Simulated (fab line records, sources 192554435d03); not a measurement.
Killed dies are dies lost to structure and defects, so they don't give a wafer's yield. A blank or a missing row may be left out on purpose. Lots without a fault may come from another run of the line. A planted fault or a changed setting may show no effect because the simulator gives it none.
Which tool did it? | flow n5_finfet | 9 lots, 27 wafers sampled, at 1 step of a route of 1938

WHAT THE GAUGES READ, wafer by wafer
N5_BEOL_M4_RC_MEAS_101. Usual: DIBL_N 36.3 mV/V, standard deviation 1.7; DIBL_P 36.5 mV/V, standard deviation 2.1; IOFF_N 0.16 nA/um, standard deviation 0.03; IOFF_P 0.22 nA/um, standard deviation 0.035; ION_N 675 uA/um, standard deviation 11; ION_P 465 uA/um, standard deviation 7.1; SS_N 71.5 mV/dec, standard deviation 0.62; SS_P 73.3 mV/dec, standard deviation 0.64; VT_N 250 mV, standard deviation 3.1; VT_P -249.1 mV, standard deviation 3.
lot  | measured     | on        | DIBL_N (mV/V)  | DIBL_P (mV/V)  | IOFF_N (nA/um) | IOFF_P (nA/um) | ION_N (uA/um) | ION_P (uA/um) | SS_N (mV/dec)  | SS_P (mV/dec)  | VT_N (mV)   | VT_P (mV)            | flag
L756 | day 8 20:51  | prober-02 | 37.0 36.8 38.2 | 37.1 36.1 38.9 | 0.16 0.14 0.19 | 0.24 0.21 0.27 | 688 666 689   | 479 465 476   | 71.4 71.5 71.7 | 73.4 73.0 73.9 | 249 253 247 | -247.9 -248.5 -246.0 |
L757 | day 8 22:09  | prober-01 | 39.5 37.1 38.1 | 41.8 38.5 40.9 | 0.24 0.20 0.21 | 0.32 0.26 0.29 | 675 680 696   | 469 472 476   | 72.6 72.6 72.8 | 74.9 73.7 74.0 | 248 246 245 | -246.1 -246.7 -245.6 |
L762 | day 10 03:26 | prober-02 | 38.1 35.9 36.9 | 36.5 34.8 36.1 | 0.17 0.14 0.15 | 0.23 0.20 0.22 | 684 675 661   | 472 468 462   | 71.6 70.9 71.7 | 73.5 72.3 73.3 | 248 250 252 | -248.6 -249.5 -247.4 |
L767 | day 13 09:56 | prober-01 | 33.6 38.5 33.4 | 33.2 38.7 33.4 | 0.13 0.22 0.12 | 0.18 0.27 0.18 | 654 687 657   | 452 469 458   | 71.5 72.2 71.7 | 73.0 73.7 73.0 | 251 245 253 | -250.5 -247.3 -251.6 |
L772 | day 13 15:39 | prober-02 | 37.7 37.1 35.4 | 38.0 36.4 35.3 | 0.17 0.16 0.13 | 0.21 0.19 0.18 | 679 667 665   | 457 447 458   | 72.3 72.0 71.1 | 73.4 72.9 73.0 | 250 253 252 | -251.3 -255.7 -252.1 |
L768 | day 13 19:34 | prober-02 | 39.1 36.4 37.4 | 37.8 35.2 36.1 | 0.19 0.15 0.16 | 0.24 0.20 0.23 | 671 664 668   | 470 460 465   | 72.9 71.8 71.3 | 73.6 73.2 73.7 | 247 252 250 | -247.0 -249.7 -246.5 |
L775 | day 14 00:14 | prober-02 | 36.3 38.9 38.1 | 37.6 40.8 39.7 | 0.16 0.22 0.20 | 0.22 0.28 0.26 | 682 684 709   | 468 473 484   | 71.6 72.1 71.6 | 73.7 74.7 74.1 | 251 246 245 | -250.8 -246.8 -246.6 |
L769 | day 14 13:00 | prober-02 | 32.9 33.7 33.4 | 34.5 35.4 34.9 | 0.14 0.14 0.14 | 0.19 0.20 0.19 | 678 661 660   | 462 459 459   | 71.1 71.2 70.5 | 73.4 72.9 73.0 | 249 249 252 | -251.0 -253.3 -251.4 |
L776 | day 14 20:30 | prober-02 | 36.4 34.0 36.9 | 38.1 35.8 38.7 | 0.16 0.13 0.19 | 0.23 0.20 0.24 | 671 686 691   | 467 475 480   | 71.5 70.5 71.2 | 73.8 73.1 73.9 | 252 253 245 | -246.8 -248.7 -246.6 |

WHICH TOOL RAN EACH LOT (tool, then ch and the chambers of the sampled wafers, then the start)
The record holds no process step before these readings.

WHAT THE TOOLS THEMSELVES READ (means of the sampled wafers that have a number; where no wafer has one, the mark that the record gives instead)
The record holds no such reading with a usual standard deviation.

THE ANSWER, worked out from the rows above alone
Rule: a lot is off if the mean of its wafers that have a number lies more than 3 standard deviations from the usual mean. A lot without any number at a reading at which 4 lots or more have one is off too. The other lots that the step has rows for count as sound. The gauges are gone through in route order, then the tools' own readings, and for those a lot's mean is taken as printed above. The first step at which some lot is off is used, and at that step the reading that is off furthest; a lot without a number counts as furthest.
No lot is off at any reading shown: from this, nothing can be told.

WHAT THE SIMULATOR HAD PUT IN
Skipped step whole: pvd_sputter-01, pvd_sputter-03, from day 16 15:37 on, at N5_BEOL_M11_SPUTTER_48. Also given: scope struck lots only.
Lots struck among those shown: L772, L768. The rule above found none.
